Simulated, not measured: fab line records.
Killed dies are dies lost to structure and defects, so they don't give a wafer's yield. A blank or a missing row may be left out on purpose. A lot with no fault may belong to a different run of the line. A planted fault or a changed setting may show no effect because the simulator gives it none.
Which tool did it? ; flow nand_harc ; 14 lots with 42 wafers sampled at 5 steps, on a route of 1302 steps

WHAT EACH GAUGE READ, for each wafer
NHARC_THIN_TSV_INSPECT_40.
lot;measured;on;raw_defect_count
L137;day 25 03:47;defect_inspect-02;580 663 672
L136;day 25 00:37;defect_inspect-02;392 436 421
L134;day 25 12:11;defect_inspect-01;526 563 538
L135;day 25 00:37;defect_inspect-01;550 587 570
L140;day 26 01:54;defect_inspect-02;425 495 415
L141;day 26 18:28;defect_inspect-01;541 524 558
L142;day 27 05:32;defect_inspect-01;645 613 598
L144;day 28 07:49;defect_inspect-02;620 568 541
L148;day 30 01:37;defect_inspect-01;487 468 424
L153;day 31 18:38;defect_inspect-01;547 547 571
L154;day 32 21:23;defect_inspect-01;479 471 517
L155;day 32 21:24;defect_inspect-02;534 525 483

NHARC_END_SORT_01.
lot;measured;on;killed_at_array;killed_at_other;killed_at_periphery;killed_dies;killed_open;killed_short
L143;day 27 23:50;prober-02;673 674 675;0 0 0;4 3 2;677 677 677;4 2 3;2 0 1
L145;day 28 21:06;prober-01;670 668 671;0 0 2;7 9 4;677 677 677;1 3 0;2 2 2

WHAT TOOL EACH LOT RAN ON (gives the tool, then ch and the chambers of the sampled wafers, and finally the start)
lot;NHARC_A_STAIRCASE_STRIP_461;NHARC_A_BONDPAD_ANNEAL_28;NHARC_THIN_TSV_DEGAS_49
L137;rie_diel-07 ch 2,3, day 17 14:43;rtp_anneal-01 ch 0, day 24 03:16;pvd_sputter-02, day 24 18:50
L136;rie_diel-06 ch 1,2,3, day 17 16:14;rtp_anneal-01 ch 0, day 23 20:56;pvd_sputter-01, day 24 13:53
L134;rie_diel-07 ch 0,2,3, day 17 18:07;rtp_anneal-01 ch 0, day 24 08:25;pvd_sputter-01, day 25 02:02
L135;rie_diel-06 ch 0,1,3, day 17 19:52;rtp_anneal-01 ch 0, day 23 21:58;pvd_sputter-03, day 24 13:04
L140;rie_diel-07 ch 2,3, day 18 20:07;rtp_anneal-02 ch 0, day 25 01:04;pvd_sputter-02, day 25 16:58
L141;rie_diel-08 ch 1,2,3, day 19 09:23;rtp_anneal-02 ch 0, day 25 17:34;pvd_sputter-02, day 26 09:20
L142;rie_diel-07 ch 1,2,3, day 19 21:40;rtp_anneal-01 ch 0, day 26 03:11;pvd_sputter-03, day 26 19:04
L143;rie_diel-07 ch 0,1,3, day 20 12:17;-;-
L145;rie_diel-07 ch 0,2,3, day 21 04:17;-;-
L144;rie_diel-08 ch 0,2,3, day 21 05:29;rtp_anneal-01 ch 0, day 27 06:35;pvd_sputter-03, day 27 22:29
L148;rie_diel-07 ch 0,1,3, day 22 15:10;rtp_anneal-02 ch 0, day 29 01:05;pvd_sputter-02, day 29 16:42
L153;rie_diel-06 ch 0,3, day 24 08:08;rtp_anneal-02 ch 0, day 30 17:51;pvd_sputter-01, day 31 09:16
L154;rie_diel-07 ch 0,1,3, day 25 06:24;rtp_anneal-01 ch 0, day 31 14:08;pvd_sputter-01, day 32 09:07
L155;rie_diel-08 ch 0,1,3, day 25 09:02;rtp_anneal-02 ch 0, day 31 15:58;pvd_sputter-02, day 32 14:58
- NHARC_A_STAIRCASE_STRIP_461: strips in O2/COS.
- NHARC_A_BONDPAD_ANNEAL_28: time 90 s.
- NHARC_THIN_TSV_DEGAS_49: time 120 s.

AS READ BY THE TOOLS THEMSELVES (means over the sampled wafers that have a number; for cases with no such wafer, the mark the record gives instead)
NHARC_A_BONDPAD_ANNEAL_28.
lot;tool;wafer_temp_C_max
L137;rtp_anneal-01;226.3
L136;rtp_anneal-01;226.2
L134;rtp_anneal-01;226.1
L135;rtp_anneal-01;226.5
L140;rtp_anneal-02;225.4
L141;rtp_anneal-02;225.6
L142;rtp_anneal-01;226.5
L144;rtp_anneal-01;226.2
L148;rtp_anneal-02;225.7
L153;rtp_anneal-02;225.7
L154;rtp_anneal-01;226.7
L155;rtp_anneal-02;225.6

NHARC_THIN_TSV_DEGAS_49.
lot;tool;heater_power_w (W)
L137;pvd_sputter-02;478
L136;pvd_sputter-01;485
L134;pvd_sputter-01;482
L135;pvd_sputter-03;479
L140;pvd_sputter-02;451
L141;pvd_sputter-02;447
L142;pvd_sputter-03;492
L144;pvd_sputter-03;469
L148;pvd_sputter-02;468
L153;pvd_sputter-01;506
L154;pvd_sputter-01;446
L155;pvd_sputter-02;451

THE ANSWER, worked out from the rows above alone
Rule: usual is defined by the lots themselves. The widest of any qualifying gaps counts: lots, ordered by their means at a reading, are off when they make up no more than a third of the lots, leave a main group of 4 or more, and stand apart from it by 3 or more times the standard deviation of that group's means. A main group whose means are all the same, to the digits that the tables above print for the reading, isn't used. A lot without any number at a reading at which 4 lots or more have one is off too. All remaining lots with rows at the step are treated as sound. Order of review: gauges by route order, followed by the tools' own readings, for which a lot's mean as printed above is used. At the first step where some lot is off, the reading lying furthest off is the one used; lots without a number count as furthest.
No lot is off on any of the readings shown, so nothing can be concluded from this.

WHAT HAD BEEN PUT IN BY THE SIMULATOR
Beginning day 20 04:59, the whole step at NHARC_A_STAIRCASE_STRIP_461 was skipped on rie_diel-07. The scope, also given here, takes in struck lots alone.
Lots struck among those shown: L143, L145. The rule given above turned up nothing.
